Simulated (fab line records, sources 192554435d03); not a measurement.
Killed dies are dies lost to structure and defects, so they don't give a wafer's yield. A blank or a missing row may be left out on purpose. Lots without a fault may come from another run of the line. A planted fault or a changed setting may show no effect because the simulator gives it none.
Which tool did it? | flow n5_finfet | 12 lots, 35 wafers sampled, at 3 steps of a route of 1938

WHAT THE GAUGES READ, wafer by wafer
N5_PASSIVATION_OVL_MEAS_60.
lot  | measured     | on         | TV_OVL (nm)
L720 | day 11 14:04 | overlay-02 | 7 4 2
L721 | day 11 21:23 | overlay-02 | 7 4 5
L723 | day 11 21:25 | overlay-02 | 3 0 2
L724 | day 12 10:58 | overlay-01 | 5 3 -1
L726 | day 12 20:46 | overlay-02 | -7 -10 -5
L725 | day 12 23:19 | overlay-02 | 2 5
L727 | day 13 18:43 | overlay-01 | 2 -5 8
L735 | day 15 01:29 | overlay-01 | 4 -3 8
L733 | day 15 01:56 | overlay-01 | -2 -2 0
L734 | day 15 12:42 | overlay-02 | 7 3 2
L742 | day 17 10:35 | overlay-02 | -5 1 -2
L743 | day 17 13:40 | overlay-02 | 4 2 -4

WHICH TOOL RAN EACH LOT (tool, then ch and the chambers of the sampled wafers, then the start)
lot  | N5_BEOL_M15_ETCH_38                | N5_MIM_TOP_ETCH_PECVD_03
L720 | rie_diel-06 ch 0,2,3, day 10 23:25 | pecvd-03 ch 0,1, day 11 08:10
L721 | rie_diel-03 ch 1,2, day 11 14:20   | pecvd-01 ch 0,2, day 11 19:03
L723 | rie_diel-06 ch 0,1,2, day 11 14:25 | pecvd-03 ch 0,2, day 11 19:16
L724 | rie_diel-03 ch 0,1,2, day 12 02:07 | pecvd-01 ch 1,2, day 12 07:01
L726 | rie_diel-06 ch 0,1,3, day 12 11:47 | pecvd-03 ch 0,2, day 12 18:39
L725 | rie_diel-02 ch 1,2, day 12 14:55   | pecvd-02 ch 1,2, day 12 19:46
L727 | rie_diel-06 ch 2,3, day 13 10:28   | pecvd-01 ch 1,2, day 13 16:40
L735 | rie_diel-02 ch 2,3, day 14 14:17   | pecvd-02 ch 0,2, day 14 21:11
L733 | rie_diel-06 ch 0,1,3, day 14 14:45 | pecvd-02 ch 0,1, day 14 21:16
L734 | rie_diel-02 ch 0,1,3, day 15 02:20 | pecvd-02 ch 1,2, day 15 08:47
L742 | rie_diel-02 ch 0,1, day 17 02:05   | pecvd-03 ch 0,2, day 17 08:29
L743 | rie_diel-03 ch 2,3, day 17 05:20   | pecvd-01 ch 0,2, day 17 09:41
- N5_BEOL_M15_ETCH_38: etches SiCN in CF4/N2, target depth 106.4 nm, time 120.5 s.
- N5_MIM_TOP_ETCH_PECVD_03: deposits SiNx from SiH4/NH3/N2, target thk 20 nm, time 17.6 s.

WHAT THE TOOLS THEMSELVES READ (means of the sampled wafers that have a number; where no wafer has one, the mark that the record gives instead)
N5_BEOL_M15_ETCH_38.
lot  | tool        | drypump_motor_current_A (A) | oes_product_au (a.u.) | rf_vpp_V (V) | showerhead_plenum_p_Torr (Torr) | throttle_valve_pct (%)
L720 | rie_diel-06 | 5.88                        | 0.70                  | 383.0        | 2.21                            | 15.62
L721 | rie_diel-03 | 5.67                        | 0.72                  | 382.2        | 2.20                            | 15.73
L723 | rie_diel-06 | 6.10                        | 0.75                  | 382.1        | 2.22                            | 15.39
L724 | rie_diel-03 | 5.74                        | 0.74                  | 381.2        | 2.17                            | 15.65
L726 | rie_diel-06 | 6.02                        | 0.73                  | 382.9        | 2.24                            | 15.55
L725 | rie_diel-02 | 5.98                        | 0.77                  | 383.9        | 2.25                            | 15.29
L727 | rie_diel-06 | 5.93                        | 0.69                  | 381.2        | 2.16                            | 15.62
L735 | rie_diel-02 | 6.07                        | 0.81                  | 381.2        | 2.17                            | 15.29
L733 | rie_diel-06 | 6.01                        | 0.82                  | 383.9        | 2.23                            | 15.41
L734 | rie_diel-02 | 5.89                        | 0.81                  | 382.3        | 2.21                            | 15.28
L742 | rie_diel-02 | 5.63                        | 0.79                  | 382.9        | 2.20                            | 15.31
L743 | rie_diel-03 | 5.89                        | 0.83                  | 383.4        | 2.23                            | 15.18

N5_MIM_TOP_ETCH_PECVD_03.
lot  | tool     | heater_power_w (W) | showerhead_plenum_p_Torr (Torr) | throttle_valve_pct (%)
L720 | pecvd-03 | 709                | 5.108                           | 41.6
L721 | pecvd-01 | 827                | 5.115                           | 39.8
L723 | pecvd-03 | 685                | 5.159                           | 38.6
L724 | pecvd-01 | 733                | 5.146                           | 38.0
L726 | pecvd-03 | 622                | 5.152                           | 39.5
L725 | pecvd-02 | 856                | 5.124                           | 41.2
L727 | pecvd-01 | 791                | 5.125                           | 39.3
L735 | pecvd-02 | 825                | 5.157                           | 44.5
L733 | pecvd-02 | 829                | 5.121                           | 42.3
L734 | pecvd-02 | 853                | 5.129                           | 41.2
L742 | pecvd-03 | 651                | 5.145                           | 40.0
L743 | pecvd-01 | 749                | 5.116                           | 39.8

THE ANSWER, worked out from the rows above alone
Rule: what is usual is taken from the lots themselves. Put in order of their means at a reading, lots are off if they are a third of the lots or fewer, leave a main group of 4 or more, and stand apart from it by a gap of 3 or more times the standard deviation of the main group's means; of several such gaps the widest counts. A main group whose means are all the same, to the digits that the tables above print for the reading, isn't used. A lot without any number at a reading at which 4 lots or more have one is off too. The other lots that the step has rows for count as sound. The gauges are gone through in route order, then the tools' own readings, and for those a lot's mean is taken as printed above. The first step at which some lot is off is used, and at that step the reading that is off furthest; a lot without a number counts as furthest.
No lot is off at any reading shown: from this, nothing can be told.

WHAT THE SIMULATOR HAD PUT IN
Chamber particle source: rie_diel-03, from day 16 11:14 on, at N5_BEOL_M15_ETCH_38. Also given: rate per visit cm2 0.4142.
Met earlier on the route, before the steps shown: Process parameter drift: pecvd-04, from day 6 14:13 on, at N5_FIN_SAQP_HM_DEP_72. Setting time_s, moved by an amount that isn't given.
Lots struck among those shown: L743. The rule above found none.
